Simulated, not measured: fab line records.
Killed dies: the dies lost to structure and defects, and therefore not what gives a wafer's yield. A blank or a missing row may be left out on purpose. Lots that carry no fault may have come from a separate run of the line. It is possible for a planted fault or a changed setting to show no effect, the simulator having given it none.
A struck lot beside a sound one -- flow n5_finfet -- 16 out of 1938 route steps
Sound: these wafers, L391.2, L391.3, L391.6. Struck: wafers L388.1, L388.3 (left out: L388.2, a lot-mate that was not struck); the cause follows at the end.
Each step with rows lists, per side, the tool, then ch with its chambers, then its first start. Under that, the readings that differ: sound wafers -- struck wafers -- difference of the means -- sigmas: that difference in standard deviations of wafers without a fault.
alike: same words and numbers on both sides, and readings whose means sit less than 2 such deviations apart. not compared: any withheld reading, any reading some wafer has no value for, any bound like >300 that may hide the same value, and any number with overlapping values for which the record gives no deviation.
Wherever a step has rows on one side only, a row that says differs or no value, or a row with sigmas, the two part there. Non-overlapping numbers with no deviation appear without sigmas and do not part them. A reading that every wafer of one side lacks parts them only if that side has two wafers or more.

first, 3 steps without rows for these wafers: N5_FIN_SAQP_STRIP_53 (strips in N2/H2); N5_FIN_SAQP_HM_OPEN_73 (chemistry CHF3/O2, target SiO2, stops on a-Si, target depth 12 nm, time 16.8 s); N5_FIN_SAQP_STRIP_74 (strips in CHF3/O2).
N5_FIN_SAQP_MANDREL_ETCH_22: etches a-Si in HBr/Cl2, stops on SiNx, target depth 60 nm, bt time 10 s, time 30 s.
  sound on rie_si-04 ch 1,2,3, day 6 17:45; struck on rie_si-04 ch 1,2, day 5 23:07
  alike: drypump_motor_current_A, oes_product_au, throttle_valve_pct
  not compared: rf_hours_counter_h
N5_FIN_SAQP_STRIP_55: strips in N2/H2.
  sound on rie_diel-02 ch 0,1,3, day 6 17:51; struck on rie_diel-01 ch 2,3, day 5 23:13
  alike: drypump_motor_current_A, h2_flow_sccm, oes_product_au, rf_vpp_V, showerhead_plenum_p_Torr, throttle_valve_pct
  not compared: rf_hours_counter_h
then, 3 steps without rows for these wafers: N5_FIN_SAQP_STRIP_23 (strips in SPM, time 750 s); N5_FIN_SAQP_SRD_66 (time 30 s); N5_FIN_SAQP_RECESS_75 (chemistry HF/NH3, target SiO2, target depth 14.4 nm, afs cycles 3, sublimation time 60 s).
N5_FIN_SAQP_SPACER1_ALD_24: deposits SiO2, target thk 20.3 nm, pulse time 1 s, purge time 2 s.
  sound on ald_sin-01 ch 0,2, day 6 18:34; struck on ald_sin-04 ch 0,3, day 5 23:56
  alike: heater_power_w, precursor_pulse_height_rel
  not compared: since_wet_clean_h
then, 1 step without rows for these wafers: N5_FIN_SAQP_SPACER1_ETCHBACK_25 (etches SiO2 in CHF3/O2, target depth 24.4 nm, time 12.2 s).
N5_FIN_SAQP_MANDREL1_REMOVE_56: chemistry HBr/Cl2/O2, target a-Si, stops on SiNx, bt time 10 s.
  sound on rie_si-04 ch 1,2, day 6 19:22; struck on rie_si-04 ch 1,3, day 6 00:44
  alike: drypump_motor_current_A, oes_product_au, throttle_valve_pct
  not compared: rf_hours_counter_h
N5_FIN_SAQP_CD_MEAS_27: the cd target is 20 nm.
  sound on cd_sem-02 ch 0, day 6 19:29; struck on cd_sem-01 ch 0, day 6 00:50
  alike: cd_nm
N5_FIN_SAQP_ETCH_57: etches SiNx in CH3F/O2, target depth 32.5 nm, time 46.4 s.
  sound on rie_diel-02 ch 0,3, day 6 19:37; struck on rie_diel-01 ch 1,3, day 6 00:53
reading,sound,struck,difference,sigmas
drypump_motor_current_A (A),6.2 6.1 6.2,5.5 4.8,-1.0,-2
etch_rf_on_time_s (s),43.9 46.8 45.0,86.9 89.6,+43.0,+33
oes_product_au (a.u.),0.84 0.62 0.84,0.43 0.50,-0.30,-4
  alike: rf_vpp_V, showerhead_plenum_p_Torr, throttle_valve_pct
  not compared: rf_hours_counter_h
N5_FIN_SAQP_ETCH_65: etches SiO2 in CF4, target depth 4 nm, time 4.4 s.
  sound on rie_si-01 ch 0,3, day 6 19:43; struck on rie_si-02 ch 2,3, day 6 01:00
  alike: drypump_motor_current_A, oes_product_au, throttle_valve_pct
  not compared: rf_hours_counter_h
-- a jump in the record: the struck wafers' starts before and after are 6 days apart (it breaks off in module FIN_SAQP and resumes in module BEOL_M4, where the first step shown is number 1111 of the route) --
N5_BEOL_M4_RC_MEAS_101:
  sound on prober-02 ch 0, day 13 01:46; struck on prober-02 ch 0, day 12 07:58
  alike: DIBL_N, DIBL_P, IOFF_N, IOFF_P, ION_N, ION_P, SS_N, SS_P, VT_N, VT_P
following that, these wafers have no rows for 1 step: N5_PASSIVATION_PROBE_49.

== WHERE THEY PART ==
N5_FIN_SAQP_ETCH_57 only, going by this record. Later steps at which nothing parts them and some readings are alike: N5_FIN_SAQP_ETCH_65, N5_BEOL_M4_RC_MEAS_101.

WHY: what had been put in by the simulator
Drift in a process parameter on rie_diel-01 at N5_FIN_SAQP_ETCH_57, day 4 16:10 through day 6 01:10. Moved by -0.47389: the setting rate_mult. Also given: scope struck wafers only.
